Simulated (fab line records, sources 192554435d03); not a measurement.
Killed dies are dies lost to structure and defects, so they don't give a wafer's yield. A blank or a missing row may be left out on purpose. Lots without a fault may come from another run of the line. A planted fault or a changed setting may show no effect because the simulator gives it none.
Chamber matching | flow n5_finfet | N5_BEOL_M10_STRIP_36 on rie_diel-04: 4 sister chambers
The step strips in N2/H2. 14 wafers are shown with their chamber, then 7 later ones without.

WAFERS WITH THEIR CHAMBER
wafer  | chamber | showerhead_plenum_p_Torr (Torr) | oes_product_au (a.u.) | drypump_motor_current_A (A)
L081.3 | 3       | 2.52                            | 0.73                  | 6.2
L081.4 | 2       | 2.53                            | 0.73                  | 6.1
L081.5 | 3       | 2.52                            | 0.73                  | 6.2
L083.3 | 0       | 2.61                            | 0.99                  | 6.3
L083.4 | 2       | 2.53                            | 0.72                  | 6.1
L083.5 | 1       | 2.59                            | 0.88                  | 6.5
L084.4 | 1       | 2.59                            | 0.90                  | 6.5
L084.5 | 0       | 2.61                            | 0.98                  | 6.3
L084.6 | 3       | 2.51                            | 0.73                  | 6.3
L085.2 | 1       | 2.59                            | 0.92                  | 6.4
L085.4 | 2       | 2.53                            | 0.73                  | 6.1
L085.5 | 0       | 2.61                            | 0.99                  | 6.3
L087.1 | 0       | 2.60                            | 0.98                  | 6.3
L087.2 | 3       | 2.51                            | 0.70                  | 6.3

SIGNATURES (means of the wafers above)
reading                  | chamber 0 | chamber 1 | chamber 2 | chamber 3 | scatter within a chamber
showerhead_plenum_p_Torr | 2.6075    | 2.5900    | 2.5300    | 2.5150    | 0.00418
oes_product_au           | 0.9850    | 0.9000    | 0.7267    | 0.7225    | 0.0128
drypump_motor_current_A  | 6.300     | 6.467     | 6.100     | 6.250     | 0.0408
Rule: a wafer's distance from a chamber is the root of the sum, over the readings, of the square of ((its reading less the chamber's mean) divided by the reading's scatter). The wafer belongs to the nearest chamber; if the next one is less than 2 further off, it can't be placed. The scatter: the root of (the sum of the squares of (reading less its chamber's mean) over the shown wafers, divided by (wafers less chambers)).

WAFERS WITHOUT THEIR CHAMBER
wafer  | showerhead_plenum_p_Torr (Torr) | oes_product_au (a.u.) | drypump_motor_current_A (A)
L087.3 | 2.59                            | 0.90                  | 6.5
L090.3 | 2.51                            | 0.71                  | 6.2
L090.4 | 2.52                            | 0.71                  | 6.1
L090.6 | 2.52                            | 0.70                  | 6.1
L096.3 | 2.59                            | 0.92                  | 6.3
L096.4 | 2.58                            | 0.87                  | 6.4
L096.6 | 2.60                            | 0.93                  | 6.2

WHICH CHAMBER EACH WENT THROUGH
wafer  | from the rows above     | in truth
L087.3 | 1                       | 1
L090.3 | 3                       | 3
L090.4 | can't be placed: 2 or 3 | 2
L090.6 | can't be placed: 2 or 3 | 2
L096.3 | 1                       | 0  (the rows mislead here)
L096.4 | 1                       | 1
L096.6 | 0                       | 0
Placed correctly: 4 of 7. Can't be placed from these rows: 2 (the true chamber is among the candidates in 2). Placed wrongly: 1.
